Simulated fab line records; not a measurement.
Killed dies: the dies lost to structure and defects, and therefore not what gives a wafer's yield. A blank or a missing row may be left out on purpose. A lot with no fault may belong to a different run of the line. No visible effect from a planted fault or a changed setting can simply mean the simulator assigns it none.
Matching of chambers -- flow nand-harc -- 4 sister chambers for NHARC_A_WL_FILL_STRIP_29 on rie-diel-11
The step strips in O2, time 20 s. 22 wafers are shown with their chamber, then 11 later ones without.

WAFERS, EACH WITH ITS CHAMBER
wafer,chamber,showerhead-plenum-p-Torr (Torr),drypump-motor-current-A (A),rf-vpp-V (V)
L075.1,1,3.45,5.6,57.9
L075.2,0,3.43,5.1,55.9
L075.3,3,3.33,5.0,57.7
L074.1,0,3.42,5.1,59.2
L074.3,1,3.45,5.7,58.5
L074.4,1,3.45,5.7,58.9
L078.3,0,3.42,5.1,57.1
L078.4,2,3.70,6.7,59.1
L078.6,3,3.33,5.1,57.7
L082.1,3,3.33,5.1,56.1
L082.2,1,3.45,5.7,56.1
L082.6,2,3.70,6.7,60.8
L080.1,3,3.33,5.0,56.9
L080.3,0,3.42,5.1,57.3
L080.6,2,3.70,6.7,58.7
L087.2,0,3.42,5.1,58.2
L087.4,1,3.45,5.7,57.9
L087.5,3,3.33,5.0,57.5
L086.1,3,3.33,5.1,56.8
L086.3,1,3.45,5.7,57.6
L086.6,1,3.45,5.7,56.8
L088.3,0,3.42,5.1,57.0

SIGNATURES (means of the wafers above)
reading,chamber 0,chamber 1,chamber 2,chamber 3,scatter within a chamber
showerhead-plenum-p-Torr,3.4217,3.4500,3.7000,3.3300,0.00215
drypump-motor-current-A,5.100,5.686,6.700,5.050,0.0362
rf-vpp-V,57.450,57.671,59.533,57.117,0.955
Rule: for each reading, subtract the chamber's mean from the wafer's reading, divide by that reading's scatter and square the result; add these up over the readings and take the root, which gives the wafer's distance from the chamber. The wafer belongs to the nearest chamber; if the next one is less than 2 further off, it can't be placed. The scatter: take each reading less its chamber's mean, square it, sum over the shown wafers, divide by the number of wafers less the number of chambers, and take the root.

WAFERS WITHOUT THEIR CHAMBER
wafer,showerhead-plenum-p-Torr (Torr),drypump-motor-current-A (A),rf-vpp-V (V)
L088.4,3.45,5.7,58.3
L088.5,3.42,5.1,56.6
L092.1,3.42,5.1,56.9
L092.4,3.33,5.1,58.8
L092.5,3.33,5.1,57.9
L097.3,3.33,5.1,58.5
L097.4,3.33,5.1,57.8
L097.6,3.45,5.7,56.5
L096.1,3.33,5.1,57.0
L096.5,3.45,5.7,58.1
L096.6,3.33,5.1,57.4

CHAMBER TAKEN BY EACH
wafer,from the rows above,in truth
L088.4,1,1
L088.5,0,0
L092.1,0,0
L092.4,3,3
L092.5,3,3
L097.3,3,3
L097.4,3,3
L097.6,1,1
L096.1,3,3
L096.5,1,1
L096.6,3,3
Correctly placed: 11 of 11. Number that these rows cannot place: 0. Number placed wrongly: 0.
